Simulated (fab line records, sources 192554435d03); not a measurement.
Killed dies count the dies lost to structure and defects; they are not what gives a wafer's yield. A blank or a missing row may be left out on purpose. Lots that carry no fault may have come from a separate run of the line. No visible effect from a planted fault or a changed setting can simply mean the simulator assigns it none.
Matching of chambers | flow n5Finfet | N5_BEOL_M9_DESCUM_33 on rieDiel-02: 4 sister chambers
The step chemistry O2, time 7 s. 20 wafers are shown with their chamber, then 10 later ones without.

WAFERS WITH THEIR CHAMBER
wafer  | chamber | drypumpMotorCurrentA (A) | showerheadPlenumPTorr (Torr) | oesProductAu (a.u.)
L082.1 | 1       | 5.8                      | 2.03                         | 0.97
L082.2 | 3       | 6.3                      | 2.10                         | 0.81
L082.3 | 2       | 6.1                      | 2.15                         | 0.70
L082.4 | 0       | 5.0                      | 2.03                         | 0.84
L082.5 | 1       | 5.8                      | 2.03                         | 0.96
L082.6 | 0       | 5.0                      | 2.03                         | 0.84
L077.2 | 0       | 5.0                      | 2.03                         | 0.84
L077.5 | 3       | 6.3                      | 2.10                         | 0.80
L077.6 | 2       | 6.0                      | 2.15                         | 0.69
L083.1 | 2       | 6.0                      | 2.15                         | 0.70
L083.2 | 0       | 5.0                      | 2.02                         | 0.82
L083.3 | 1       | 5.8                      | 2.03                         | 0.94
L083.4 | 1       | 5.8                      | 2.03                         | 0.96
L083.5 | 2       | 6.0                      | 2.15                         | 0.70
L083.6 | 0       | 5.0                      | 2.02                         | 0.84
L087.2 | 0       | 5.0                      | 2.02                         | 0.81
L087.4 | 1       | 5.8                      | 2.03                         | 0.93
L087.6 | 1       | 5.8                      | 2.03                         | 0.93
L090.2 | 3       | 6.3                      | 2.09                         | 0.79
L090.4 | 2       | 6.0                      | 2.14                         | 0.68

SIGNATURES (averages over the wafers above)
reading               | chamber 0 | chamber 1 | chamber 2 | chamber 3 | scatter within a chamber
drypumpMotorCurrentA  | 5.000     | 5.800     | 6.020     | 6.300     | 0.0224
showerheadPlenumPTorr | 2.0250    | 2.0300    | 2.1480    | 2.0967    | 0.00431
oesProductAu          | 0.8317    | 0.9483    | 0.6940    | 0.8000    | 0.0134
Rule: for a wafer and a chamber, the distance is found by dividing, reading by reading, the gap between the wafer's reading and the chamber's mean by the reading's scatter, squaring, summing and taking the root. If the next closest chamber is less than 2 further off than the closest, the wafer can't be placed; otherwise it belongs to the closest. How the scatter is found: for the shown wafers, subtract from each reading the mean of its chamber, square and add these, divide the total by (wafers less chambers), then take the root.

WAFERS WITHOUT THEIR CHAMBER
wafer  | drypumpMotorCurrentA (A) | showerheadPlenumPTorr (Torr) | oesProductAu (a.u.)
L090.5 | 6.3                      | 2.09                         | 0.78
L092.1 | 5.0                      | 2.02                         | 0.80
L092.4 | 6.3                      | 2.09                         | 0.78
L092.5 | 5.8                      | 2.02                         | 0.90
L094.1 | 5.8                      | 2.02                         | 0.90
L094.2 | 5.0                      | 2.02                         | 0.81
L094.5 | 6.0                      | 2.14                         | 0.68
L096.1 | 5.8                      | 2.02                         | 0.90
L096.4 | 6.0                      | 2.14                         | 0.67
L096.5 | 5.8                      | 2.02                         | 0.90

WHICH CHAMBER EACH WENT THROUGH
wafer  | from the rows above | in truth
L090.5 | 3                   | 3
L092.1 | 0                   | 0
L092.4 | 3                   | 3
L092.5 | 1                   | 1
L094.1 | 1                   | 1
L094.2 | 0                   | 0
L094.5 | 2                   | 2
L096.1 | 1                   | 1
L096.4 | 2                   | 2
L096.5 | 1                   | 1
Correctly placed: 10 of 10. Number that these rows cannot place: 0. Placed wrongly: 0.
